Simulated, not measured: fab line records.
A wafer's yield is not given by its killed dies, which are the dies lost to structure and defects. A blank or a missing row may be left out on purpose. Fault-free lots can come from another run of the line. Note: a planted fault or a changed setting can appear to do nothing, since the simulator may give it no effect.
8D (eight disciplines) problem report, filled in by code    flow n5 finfet    the parts of the form that need people (team, actions taken, sign-off) are left out

## 1. THE PROBLEM
At N5_BEOL_M11_COAT_60, spin speed rpm averages 1424.0 rpm over 6 wafers from 2 lots, while fault-free wafers read 1500.0 rpm, standard deviation 1.1. Relative to the usual mean, that is a shift of -69 standard deviations.
The step: time 60 s, resist thk 30 nm.
First seen on wafer L106.2, day 11 15:14, on litho track-05. At this step, 33 wafers from 11 lots have a number in the record. By rule, "out" or "out of limits" means more than 4 standard deviations away from the usual mean. The other wafers with a number count as sound.

## 2. WHAT THIS IS AND IS NOT
question                     is                      is not
which readings at this step  spin speed rpm          resist line temp C
which lots                   L106, L109              L102, L103, L104, L118, L119, L120, L121, L122, L123
which wafers of those lots   all that have a number  -
read on which tools          litho track-05          litho track-02, litho track-03
when                         from day 11 15:14       up to then (9 sound wafers); but 18 sound wafers of L118, L119, L120, L121, L122, L123 came after

## 3. THE SUSPECTS, EACH WITH WHAT RULES IT OUT
Counting: any tool at a process step up to the reading is kept as a suspect provided that every lot that is out went through it and no sound lot did after the first of them.
- uv cure-03 at N5_BEOL_M10_CURE_72 (cures SiCOH lowk, time 120 s): ruled out as a lasting fault. After its first lot that is out, L106 (day 11 11:57), sound lots L120, L123 ran on it.
- litho track-05 at N5_BEOL_M11_COAT_60 (time 60 s, resist thk 30 nm): ruled out as a lasting fault. After its first lot that is out, L106 (day 11 15:14), sound lots L118, L119, L122, L120 ran on it.
Left after counting: nothing in the record.

## 4. THE CAUSE (what the simulator had put in)
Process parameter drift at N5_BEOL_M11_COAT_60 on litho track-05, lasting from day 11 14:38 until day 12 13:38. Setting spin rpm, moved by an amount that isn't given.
Counting ruled it out, wrongly.

## 5. SEQUENCE OF EFFECTS, ordered by route
Each row: a reading whose mean over the struck wafers that have a number lies more than 3 standard deviations from the usual. Scope: only readings with a usual standard deviation given in the record; hours: median across lots of the time from each lot's start at the first step in this table that gives one to its start at this step; sigmas: change in usual standard deviations.
hours  step                 reading         usual       on struck wafers  change  sigmas
0      N5_BEOL_M11_COAT_60  spin speed rpm  1500.0 rpm  1424.0            -76.0   -69
Its process steps:
- N5_BEOL_M11_COAT_60: time 60 s, resist thk 30 nm.

## 6. WHAT WOULD HAVE CAUGHT IT SOONER
In this record the first reading out of limits was taken at day 11 15:14, 1 hour after the fault began at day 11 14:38.
